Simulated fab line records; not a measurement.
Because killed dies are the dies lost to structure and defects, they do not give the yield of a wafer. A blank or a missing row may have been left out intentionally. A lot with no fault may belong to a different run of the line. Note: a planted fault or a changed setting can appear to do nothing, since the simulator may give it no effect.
The tool behind it: which one? | flow n5 finfet | Sampling: 24 lots, 72 wafers, 5 of 1938 route steps

WHAT EACH GAUGE READ, for each wafer
N5_BEOL_M11_THK_MEAS_53: measures by xrf. Usual: M11_THK typically reads 139.7 nm, with standard deviation 2.8.
lot  | measured     | on            | M11_THK (nm)      | flag
L074 | day 10 08:44 | film metro-02 | 137.5 142.3 142.4 |
L076 | day 10 18:58 | film metro-02 | 139.4 135.3 137.2 |
L075 | day 10 21:32 | film metro-01 | 139.6 137.7 138.5 |
L077 | day 11 11:09 | film metro-01 | 140.3 139.2 144.3 |
L079 | day 11 17:02 | film metro-02 | 137.0 136.7 138.3 |
L078 | day 11 19:31 | film metro-02 | 140.3 139.0 145.7 |
L080 | day 11 22:14 | film metro-02 | 145.8 143.7 145.0 |
L081 | day 12 19:50 | film metro-01 | 138.9 142.0 142.4 |
L082 | day 13 01:56 | film metro-02 | 146.0 141.9 144.9 |
L083 | day 13 13:44 | film metro-02 | 140.1 141.5 143.8 |
L084 | day 13 22:04 | film metro-01 | 135.4 138.7 136.9 |
L087 | day 14 14:20 | film metro-02 | 134.8 139.1 136.5 |
L086 | day 14 15:47 | film metro-02 | 136.2 135.7 137.8 |
L085 | day 14 16:28 | film metro-01 | 137.8 140.5 137.9 |
L088 | day 14 18:28 | film metro-02 | 139.3 141.8 138.3 |
L089 | day 14 20:45 | film metro-01 | 137.1 137.0 141.6 |
L090 | day 14 21:25 | film metro-02 | 139.8 137.5 138.0 |
L091 | day 15 08:47 | film metro-01 | 137.8 136.5 135.7 |
L092 | day 15 12:48 | film metro-02 | 138.2 137.4 135.3 |
L094 | day 15 18:19 | film metro-02 | 141.6 142.8 143.3 |
L093 | day 15 18:56 | film metro-02 | 136.3 136.3 135.5 |
L095 | day 16 05:33 | film metro-02 | 137.9 140.6 141.1 |
L096 | day 17 06:11 | film metro-02 | 137.5 139.3 142.6 |
L097 | day 17 16:00 | film metro-02 | 143.4 144.0 137.3 |

N5_BEOL_M12_CD_MEAS_10: the cd target is 140 nm. Usual: cd nm at 140.8 nm, with a standard deviation of 1.3.
lot  | measured     | on        | cd nm (nm)        | flag
L074 | day 10 09:29 | cd sem-01 | 139.5 140.1 139.6 |
L076 | day 10 20:16 | cd sem-01 | 143.0 141.3 141.7 |
L075 | day 10 22:17 | cd sem-02 | 142.1 143.6 142.1 |
L077 | day 11 11:49 | cd sem-01 | 139.4 142.0 141.0 |
L079 | day 11 17:42 | cd sem-03 | 142.6 141.7 142.6 |
L078 | day 11 20:10 | cd sem-02 | 140.2 141.3 141.8 |
L080 | day 11 23:01 | cd sem-03 | 139.2 141.1 140.3 |
L081 | day 12 20:38 | cd sem-03 | 141.2 141.4 140.2 |
L082 | day 13 02:44 | cd sem-03 | 143.3 140.1 142.1 |
L083 | day 13 14:22 | cd sem-03 | 140.3 138.9 140.8 |
L084 | day 13 22:49 | cd sem-03 | 143.5 141.4 142.2 |
L087 | day 14 15:06 | cd sem-01 | 140.4 139.1 141.7 |
L086 | day 14 16:32 | cd sem-03 | 141.0 141.2 139.8 |
L085 | day 14 17:13 | cd sem-01 | 142.5 140.7 142.1 |
L088 | day 14 19:05 | cd sem-02 | 139.2 141.3 140.7 |
L089 | day 14 21:30 | cd sem-01 | 138.8 137.7 140.3 |
L090 | day 14 22:03 | cd sem-02 | 140.2 138.1 139.8 |
L091 | day 15 09:25 | cd sem-02 | 141.1 141.8 142.9 |
L092 | day 15 13:33 | cd sem-01 | 141.0 139.6 139.3 |
L094 | day 15 19:04 | cd sem-01 | 140.4 140.7 139.3 |
L093 | day 15 19:40 | cd sem-03 | 142.2 139.1 140.2 |
L095 | day 16 06:17 | cd sem-03 | 140.6 143.9 142.9 |
L096 | day 17 06:53 | cd sem-03 | 140.7 141.6 138.9 |
L097 | day 17 16:49 | cd sem-03 | 140.4 140.4 143.1 |

N5_BEOL_M12_OVL_MEAS_29. Usual: M12_OVL typically reads 1 nm, with standard deviation 5.6.
lot  | measured     | on         | M12_OVL (nm) | flag
L074 | day 10 10:33 | overlay-01 | 8 1 -2       |
L076 | day 10 21:15 | overlay-01 | -6 -3 1      |
L075 | day 10 23:36 | overlay-01 | 9 5 -7       |
L077 | day 11 12:52 | overlay-02 | -2 -6 4      |
L079 | day 11 18:46 | overlay-01 | -3 6 3       |
L078 | day 11 21:14 | overlay-01 | -3 -1 2      |
L080 | day 11 23:59 | overlay-01 | -1 7 3       |
L081 | day 12 21:41 | overlay-02 | -6 -19 -6    |
L082 | day 13 03:48 | overlay-01 | -4 2 5       |
L083 | day 13 15:19 | overlay-01 | -7 -1 4      |
L084 | day 13 23:53 | overlay-01 | -9 -2 6      |
L087 | day 14 16:02 | overlay-02 | 10 12 2      |
L086 | day 14 17:36 | overlay-01 | -4 -2 -7     |
L085 | day 14 18:16 | overlay-02 | 4 7 12       |
L088 | day 14 20:28 | overlay-01 | -3 0 -3      |
L089 | day 14 22:26 | overlay-02 | -8 -14 -1    |
L090 | day 14 22:59 | overlay-01 | 5 -1 1       |
L091 | day 15 10:29 | overlay-02 | 6 1 7        |
L092 | day 15 14:50 | overlay-01 | 6 -2 -1      |
L094 | day 15 20:07 | overlay-01 | 5 3 -9       |
L093 | day 15 20:58 | overlay-02 | -7 6 -7      |
L095 | day 16 07:22 | overlay-01 | 1 7 -2       |
L096 | day 17 08:29 | overlay-01 | 6 8 2        |
L097 | day 17 17:53 | overlay-02 | 0 1 5        |

N5_BEOL_M13_INSPECT_12: inspects for defects (macro). Usual: raw defect count at 2.1, with a standard deviation of 1.3.
lot  | measured     | on                | raw defect count | flag
L074 | day 10 14:07 | defect inspect-02 | 1 5 3            |
L076 | day 11 02:28 | defect inspect-01 | 0 3 2            |
L075 | day 11 02:55 | defect inspect-02 | 3 3 2            |
L077 | day 11 15:56 | defect inspect-02 | 1 4 3            |
L079 | day 11 21:56 | defect inspect-01 | 1 4 2            |
L078 | day 12 00:25 | defect inspect-02 | 3 1 3            |
L080 | day 12 05:26 | defect inspect-01 | 0 2 4            |
L081 | day 13 02:22 | defect inspect-02 | 1 0 1            |
L082 | day 13 13:53 | defect inspect-01 | 1 3 2            |
L083 | day 13 20:21 | defect inspect-01 | 5 3 4            |
L084 | day 14 10:25 | defect inspect-02 | 3 0 4            |
L087 | day 14 21:47 | defect inspect-02 | 2 3 3            |
L086 | day 14 22:11 | defect inspect-02 | 3 2 2            |
L085 | day 14 22:31 | defect inspect-01 | 5 4 1            |
L088 | day 15 01:13 | defect inspect-02 | 4 0 0            |
L089 | day 15 02:31 | defect inspect-02 | 1 4 0            |
L090 | day 15 02:53 | defect inspect-01 | 2 1 2            |
L091 | day 15 16:35 | defect inspect-01 | 0 1 3            |
L092 | day 15 20:22 | defect inspect-01 | 1 1 0            |
L094 | day 16 00:28 | defect inspect-01 | 4 3 3            |
L093 | day 16 01:21 | defect inspect-01 | 1 1 2            |
L095 | day 16 12:35 | defect inspect-02 | 2 3 6            |
L096 | day 17 12:41 | defect inspect-02 | 3 0 1            |
L097 | day 17 21:38 | defect inspect-02 | 0 2 3            |

EACH LOT AND THE TOOL THAT RAN IT (in order: tool; ch and the chambers of the sampled wafers; start)
lot  | N5_BEOL_M12_ANNEAL_48
L074 | rtp anneal-01 ch 0, day 10 12:43
L076 | rtp anneal-01 ch 0, day 11 01:13
L075 | rtp anneal-02 ch 0, day 11 01:35
L077 | rtp anneal-01 ch 0, day 11 14:36
L079 | rtp anneal-02 ch 0, day 11 20:21
L078 | rtp anneal-02 ch 0, day 11 22:54
L080 | rtp anneal-01 ch 0, day 12 03:54
L081 | rtp anneal-01 ch 0, day 13 01:05
L082 | rtp anneal-01 ch 0, day 13 12:37
L083 | rtp anneal-01 ch 0, day 13 19:03
L084 | rtp anneal-01 ch 0, day 14 01:32
L087 | rtp anneal-02 ch 0, day 14 20:35
L086 | rtp anneal-02 ch 0, day 14 20:46
L085 | rtp anneal-01 ch 0, day 14 21:11
L088 | rtp anneal-01 ch 0, day 14 23:48
L089 | rtp anneal-01 ch 0, day 15 01:11
L090 | rtp anneal-01 ch 0, day 15 01:36
L091 | rtp anneal-02 ch 0, day 15 15:09
L092 | rtp anneal-01 ch 0, day 15 19:01
L094 | rtp anneal-01 ch 0, day 15 23:10
L093 | rtp anneal-02 ch 0, day 16 00:03
L095 | rtp anneal-02 ch 0, day 16 11:10
L096 | rtp anneal-01 ch 0, day 17 11:22
L097 | rtp anneal-01 ch 0, day 17 20:18
- N5_BEOL_M12_ANNEAL_48: time 90 s.

WHAT THE TOOLS THEMSELVES READ (means of the sampled wafers that have a number; where no wafer has one, the mark that the record gives instead)
N5_BEOL_M12_ANNEAL_48. Usual: anneal temp c max 225.86, standard deviation 0.22; wafer_temp_C_max 226.15, standard deviation 0.24.
lot  | tool          | anneal temp c max | wafer_temp_C_max | flag
L074 | rtp anneal-01 | 225.97            | 226.23           |
L076 | rtp anneal-01 | 225.86            | 226.28           |
L075 | rtp anneal-02 | 226.23            | 226.04           |
L077 | rtp anneal-01 | 225.83            | 226.11           |
L079 | rtp anneal-02 | 225.99            | 226.09           |
L078 | rtp anneal-02 | 225.65            | 225.99           |
L080 | rtp anneal-01 | 225.70            | 226.35           |
L081 | rtp anneal-01 | 225.81            | 226.36           |
L082 | rtp anneal-01 | 225.92            | 226.23           |
L083 | rtp anneal-01 | 225.74            | 226.31           |
L084 | rtp anneal-01 | 226.09            | 226.24           |
L087 | rtp anneal-02 | 225.96            | 226.19           |
L086 | rtp anneal-02 | 226.22            | 225.99           |
L085 | rtp anneal-01 | 225.83            | 226.03           |
L088 | rtp anneal-01 | 225.83            | 226.14           |
L089 | rtp anneal-01 | 225.79            | 226.21           |
L090 | rtp anneal-01 | 225.96            | 226.37           |
L091 | rtp anneal-02 | 226.20            | 225.99           |
L092 | rtp anneal-01 | 225.72            | 225.87           |
L094 | rtp anneal-01 | 225.77            | 226.17           |
L093 | rtp anneal-02 | 225.90            | 226.11           |
L095 | rtp anneal-02 | 225.88            | 226.14           |
L096 | rtp anneal-01 | 225.80            | 225.99           |
L097 | rtp anneal-01 | 225.64            | 226.25           |

THE ANSWER, worked out from the rows above alone
Rule: a lot counts as off when the mean over its wafers that have a number is more than 3 standard deviations away from the usual mean. A lot without any number at a reading at which 4 lots or more have one is off too. The other lots that the step has rows for count as sound. After the gauges, taken in route order, come the tools' own readings; for these a lot's mean is taken, as printed above. The first step at which some lot is off is used, and at that step the reading that is off furthest; a lot without a number counts as furthest.
No lot is off on any of the readings shown, so nothing can be concluded from this.

WHAT WAS PUT IN BY THE SIMULATOR
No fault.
